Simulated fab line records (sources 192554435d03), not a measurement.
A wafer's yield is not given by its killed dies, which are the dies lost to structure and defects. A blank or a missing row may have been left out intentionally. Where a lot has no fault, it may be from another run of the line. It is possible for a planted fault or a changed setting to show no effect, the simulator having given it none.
Split-lot trial    flow n5Finfet    21 wafers read from 7 lots, route of 1938 steps

== ON THE SPLIT ==
At N5_BEOL_M13_ETCH_59 (etches BARC in N2/H2, target depth 89 nm, overetch 26.7 nm, time 67.9 s), the setting timeS was moved away from the recipe's 67.9 s on 5 of the 21 wafers read, by -21.2% to -7.4%. The other wafers ran this setting at the recipe's value.

Reading taken at the split's own step.

== THE READING ==
coat_of_BEOL_M13_COAT_04.thkNm (the simulator's own value, which no gauge read), in nm, at N5_BEOL_M13_ETCH_59 (etches BARC in N2/H2, target depth 89 nm, overetch 26.7 nm, time 67.9 s). There is no usual value for it anywhere in the file. Here, 16 wafers ran the recipe; their average is 316.6 nm with a standard deviation of 1.7 nm.

wafer   tool, chamber at the split  timeS as run, s  against the recipe  coat_of_BEOL_M13_COAT_04.thkNm, nm  against lot-mates on the recipe
L075.1  rieDiel-03, 0               67.9             recipe              317.8                               -
L075.3  rieDiel-03, 2               67.9             recipe              316                                 -
L075.6  rieDiel-03, 1               67.9             recipe              315.4                               -
L079.2  rieDiel-03, 1               53.7             -20.9%              327.4                               +14.0
L079.3  rieDiel-03, 2               53.7             -20.9%              329.2                               +15.8
L079.5  rieDiel-03, 1               67.9             recipe              313.4                               -
L082.1  rieDiel-06, 1               67.9             recipe              316.4                               -
L082.2  rieDiel-06, 2               67.9             recipe              318.2                               -
L082.5  rieDiel-06, 1               67.9             recipe              316.2                               -
L083.2  rieDiel-05, 3               67.9             recipe              317.4                               -
L083.3  rieDiel-05, 2               67.9             recipe              315                                 -
L083.4  rieDiel-05, 1               67.9             recipe              315.4                               -
L086.2  rieDiel-03, 1               67.9             recipe              314.6                               -
L086.5  rieDiel-03, 1               53.52            -21.2%              328.6                               +12.4
L086.6  rieDiel-03, 0               67.9             recipe              317.8                               -
L092.2  rieDiel-03, 0               67.9             recipe              318.6                               -
L092.5  rieDiel-03, 3               62.88            -7.4%               323.4                               +4.7
L092.6  rieDiel-03, 0               67.9             recipe              318.8                               -
L097.2  rieDiel-03, 1               61.7             -9.1%               320.6                               +3.3
L097.4  rieDiel-03, 3               67.9             recipe              319.4                               -
L097.5  rieDiel-03, 1               67.9             recipe              315.2                               -

THE FIT
A straight line over all 21 wafers: coat_of_BEOL_M13_COAT_04.thkNm changes by -0.565 nm for each +1% of timeS; r = -0.93; the points scatter about the line by 1.7 nm.
The same after taking each lot's own level away (the mean of its wafers on the recipe; 21 wafers): -0.656 nm for each +1%; r = -0.97; scatter 1.4 nm.
On that fit, the largest move of timeS shifts the reading by 14 nm.
Measured against the standard deviation above, the lots' own levels, which go from 313.40 to 318.70 nm, span 3.2 times it.
In other words, the slope is changed by the lot-to-lot level; the two fits disagree.
Check: +14.4 nm against its lot-mates is what the line predicts for one of the wafers moved furthest among these (-21.2%) when that wafer is left out of the fit. It came out at +12.4 nm against them.

== THE FILE'S OWN FIT ==
coat_of_BEOL_M13_COAT_04.thkNm changes by -0.624 nm for each +1% of timeS, r = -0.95.
